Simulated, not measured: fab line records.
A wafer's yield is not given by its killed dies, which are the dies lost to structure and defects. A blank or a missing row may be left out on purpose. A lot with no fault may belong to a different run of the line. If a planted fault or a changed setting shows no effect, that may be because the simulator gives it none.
Chamber matching | flow nandHarc | rieDiel-02 running NHARC_P_ZERO_WELL_DESCUM_39: 4 sister chambers
The step chemistry O2, time 3 s. 4 wafers are shown with their chamber, then 12 later ones without.

WAFERS, EACH WITH ITS CHAMBER
wafer  | chamber | drypumpMotorCurrentA (A)
L091.3 | 1       | 6.0
L093.1 | 3       | 6.1
L093.3 | 2       | 4.7
L093.5 | 0       | 5.5

WAFERS WHOSE CHAMBER IS MISSING
wafer  | drypumpMotorCurrentA (A)
L095.2 | 6.0
L095.5 | 5.6
L095.6 | 6.0
L095.1 | 5.6
L095.3 | 6.0
L095.4 | 4.8
L097.1 | 5.6
L097.5 | 6.0
L097.6 | 5.6
L097.2 | 6.0
L097.3 | 4.7
L097.4 | 6.1

EACH ONE'S CHAMBER
wafer  | from the rows above     | in truth
L095.2 | can't be placed: 1 or 3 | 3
L095.5 | 0                       | 0
L095.6 | can't be placed: 1 or 3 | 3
L095.1 | 0                       | 0
L095.3 | can't be placed: 1 or 3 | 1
L095.4 | 2                       | 2
L097.1 | 0                       | 0
L097.5 | can't be placed: 1 or 3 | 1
L097.6 | 0                       | 0
L097.2 | can't be placed: 1 or 3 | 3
L097.3 | 2                       | 2
L097.4 | can't be placed: 3 or 1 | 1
Correct placement for 6 of the 12. Not placeable from these rows: 6 (in 6, the candidates include the true chamber). Wrongly placed: 0.
How it was worked out, from the rows above alone: a wafer's distance from a chamber is the root of the sum, over the readings, of the square of ((its reading less the chamber's mean) divided by the reading's scatter). The wafer belongs to the nearest chamber; if the next one is less than 2 further off, it can't be placed. For every chamber, the mean is computed from those of its wafers that are shown. The scatter (one wafer shown for each chamber): square how far every hidden wafer sits from the nearest shown wafer, average those squares and take the square root.
